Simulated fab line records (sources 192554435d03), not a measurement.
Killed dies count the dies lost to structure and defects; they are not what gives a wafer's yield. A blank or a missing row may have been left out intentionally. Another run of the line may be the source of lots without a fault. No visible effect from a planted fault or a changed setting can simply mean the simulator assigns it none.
Chamber matching | flow n5-finfet | 4 sister chambers for N5_GATE_CUT_ETCH_58 on rie-diel-05
The step etches SiNx in CH3F/O2, target depth 17 nm, time 128.6 s. 18 wafers are shown with their chamber, then 9 later ones without.

## EACH WAFER AND ITS CHAMBER
wafer  | chamber | drypump-motor-current-A (A) | showerhead-plenum-p-Torr (Torr) | throttle-valve-pct (%)
L075.2 | 0       | 6.8                         | 2.12                            | 16.12
L075.5 | 0       | 6.8                         | 2.12                            | 16.12
L075.6 | 1       | 5.4                         | 1.92                            | 16.18
L076.1 | 0       | 6.8                         | 2.12                            | 16.13
L076.2 | 2       | 5.0                         | 1.97                            | 16.32
L076.4 | 1       | 5.4                         | 1.92                            | 16.17
L078.3 | 3       | 5.1                         | 1.89                            | 16.55
L078.4 | 2       | 5.0                         | 1.97                            | 16.36
L078.5 | 2       | 5.1                         | 1.97                            | 16.35
L084.1 | 3       | 5.1                         | 1.88                            | 16.57
L084.5 | 2       | 5.0                         | 1.97                            | 16.36
L084.6 | 3       | 5.1                         | 1.88                            | 16.56
L086.1 | 0       | 6.8                         | 2.12                            | 16.17
L086.3 | 1       | 5.4                         | 1.91                            | 16.22
L086.5 | 2       | 5.0                         | 1.96                            | 16.39
L087.1 | 0       | 6.8                         | 2.12                            | 16.16
L087.5 | 0       | 6.8                         | 2.12                            | 16.17
L087.6 | 1       | 5.4                         | 1.91                            | 16.21

SIGNATURES (means of the wafers above)
reading                  | chamber 0 | chamber 1 | chamber 2 | chamber 3 | scatter within a chamber
drypump-motor-current-A  | 6.800     | 5.400     | 5.020     | 5.100     | 0.0239
showerhead-plenum-p-Torr | 2.1200    | 1.9150    | 1.9680    | 1.8833    | 0.0042
throttle-valve-pct       | 16.1450   | 16.1950   | 16.3560   | 16.5600   | 0.0229
Rule: for a wafer and a chamber, the distance is found by dividing, reading by reading, the gap between the wafer's reading and the chamber's mean by the reading's scatter, squaring, summing and taking the root. If the next closest chamber is less than 2 further off than the closest, the wafer can't be placed; otherwise it belongs to the closest. The scatter: the root of (the sum of the squares of (reading less its chamber's mean) over the shown wafers, divided by (wafers less chambers)).

## WAFERS MISSING THEIR CHAMBER
wafer  | drypump-motor-current-A (A) | showerhead-plenum-p-Torr (Torr) | throttle-valve-pct (%)
L093.3 | 5.1                         | 1.96                            | 16.41
L093.5 | 5.4                         | 1.90                            | 16.25
L093.6 | 5.1                         | 1.96                            | 16.42
L097.3 | 5.0                         | 1.96                            | 16.43
L097.5 | 6.8                         | 2.11                            | 16.21
L097.6 | 5.1                         | 2.13                            | 16.13
L091.3 | 6.8                         | 2.11                            | 16.21
L091.4 | 5.4                         | 1.90                            | 16.26
L091.5 | 5.4                         | 1.90                            | 16.25

## CHAMBER TAKEN BY EACH
wafer  | from the rows above | in truth
L093.3 | 2                   | 2
L093.5 | 1                   | 1
L093.6 | 2                   | 2
L097.3 | 2                   | 2
L097.5 | 0                   | 0
L097.6 | 2                   | 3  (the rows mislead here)
L091.3 | 0                   | 0
L091.4 | 1                   | 1
L091.5 | 1                   | 1
Placed correctly: 8 of 9. Left unplaced by these rows: 0. 1 placed wrongly.
